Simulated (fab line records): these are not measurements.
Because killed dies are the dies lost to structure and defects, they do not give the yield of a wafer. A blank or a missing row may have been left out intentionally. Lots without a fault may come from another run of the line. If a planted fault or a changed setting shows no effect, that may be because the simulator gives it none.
Split-lot study    flow n5-finfet    route with 1938 steps; 7 lots, 21 wafers read

== THE SPLIT ==
At N5_PASSIVATION_EXPOSE_27 (exposes mask PAD, defocus 0 nm), the setting dose-mj was moved away from the recipe's 32.3 on 5 of the 21 wafers read, by -5.9% to +6.8%. The other wafers ran this setting at the recipe's value.

== FROM THE SPLIT TO THE READING: what the file shows between them, 3 steps ==
- N5_PASSIVATION_PEB_28
- N5_PASSIVATION_DEVELOP_29: develop time 60 s
- N5_PASSIVATION_HARDBAKE_31: time 120 s

== THE READING ==
At N5_PASSIVATION_CD_MEAS_30: cd-nm in nanometres, against a target cd of 4000 nm. Fault-free wafers of this fab line usually give 4000.1 nm, standard deviation 1.4 nm.

wafer   tool, chamber at the split  dose-mj as run  against the recipe  cd-nm, nm  against lot-mates on the recipe
L074.2  krf-scanner-01, 0           32.3            recipe              3999.7     -
L074.3  krf-scanner-01, 0           33.32           +3.2%               4003.6     +4.6
L074.4  krf-scanner-01, 0           32.3            recipe              3998.3     -
L076.1  krf-scanner-02, 0           32.3            recipe              4004.6     -
L076.2  krf-scanner-02, 0           34.5            +6.8%               4014.4     +9.8
L076.4  krf-scanner-02, 0           34.5            +6.8%               4013.6     +9.0
L081.1  krf-scanner-01, 0           32.3            recipe              3999.4     -
L081.2  krf-scanner-01, 0           32.3            recipe              4000.2     -
L081.4  krf-scanner-01, 0           32.3            recipe              3999.3     -
L083.3  krf-scanner-02, 0           32.3            recipe              3997.2     -
L083.4  krf-scanner-02, 0           32.3            recipe              3998.2     -
L083.6  krf-scanner-02, 0           32.3            recipe              4000.5     -
L086.2  krf-scanner-02, 0           32.3            recipe              4000.3     -
L086.4  krf-scanner-02, 0           32.3            recipe              4001.4     -
L086.5  krf-scanner-02, 0           32.3            recipe              4002.4     -
L088.1  krf-scanner-02, 0           32.3            recipe              4002.5     -
L088.3  krf-scanner-02, 0           32.3            recipe              4000.7     -
L088.4  krf-scanner-02, 0           30.4            -5.9%               3989.4     -12.2
L090.2  krf-scanner-02, 0           32.3            recipe              3999.2     -
L090.3  krf-scanner-02, 0           33.1            +2.5%               4004.9     +4.8
L090.5  krf-scanner-02, 0           32.3            recipe              4001.1     -

FIT RESULTS
A straight line over all 21 wafers: cd-nm changes by +1.9 nm for each +1% of dose-mj; r = +0.94; the points scatter about the line by 1.8 nm.
The same after taking each lot's own level away (the mean of its wafers on the recipe; 21 wafers): +1.6 nm for each +1%; r = +0.97; scatter 1.1 nm.
On that fit, the largest move of dose-mj shifts the reading by 11 nm.
The span of the lots' own levels, 3998.63 to 4004.60 nm, comes to 4.3 times the standard deviation stated above.
So the lot-to-lot level changes the slope: the two fits differ.
Check: +11.1 nm against its lot-mates is what the line predicts for one of the wafers moved furthest among these (+6.8%) when that wafer is left out of the fit. It came out at +9.8 nm against them.

== THE FILE'S OWN FIT ==
cd-nm changes by +1.66 nm for each +1% of dose-mj, r = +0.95.
